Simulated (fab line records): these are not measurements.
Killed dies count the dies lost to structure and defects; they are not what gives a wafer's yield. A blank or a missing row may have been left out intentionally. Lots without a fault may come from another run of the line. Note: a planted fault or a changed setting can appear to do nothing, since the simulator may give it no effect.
Matching of chambers -- flow n5_finfet -- 3 sister chambers for N5_BEOL_M8_ILD_DEP_00 on pecvd-01
The step deposits SiCOH lowk from DEMS/porogen, target thk 179.75 nm, time 33.4 s. 3 wafers are shown with their chamber, then 7 later ones without.

== WAFERS WITH THEIR CHAMBER ==
wafer,chamber,throttle_valve_pct (%)
L083.5,2,13.2
L083.6,1,12.6
L084.4,0,14.9

== WAFERS WITH NO CHAMBER GIVEN ==
wafer,throttle_valve_pct (%)
L084.5,12.6
L086.1,12.8
L086.3,13.5
L086.5,13.1
L087.1,14.7
L087.3,12.5
L087.6,14.8

== EACH ONE'S CHAMBER ==
wafer,from the rows above,in truth
L084.5,1,1
L086.1,can't be placed: 1 or 2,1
L086.3,2,2
L086.5,2,2
L087.1,0,0
L087.3,1,1
L087.6,0,0
Correctly placed: 6 of 7. Cannot be placed on the basis of these rows: 1; the candidates contain the true chamber in 1. Placed wrongly: 0.
How it was worked out, from the rows above alone: a wafer's distance from a chamber is the root of the sum, over the readings, of the square of ((its reading less the chamber's mean) divided by the reading's scatter). If the next closest chamber is less than 2 further off than the closest, the wafer can't be placed; otherwise it belongs to the closest. The mean given for a chamber averages the wafers shown for that chamber. The scatter: root of mean squared gap, hidden wafer to nearest shown wafer, with one shown wafer a chamber.
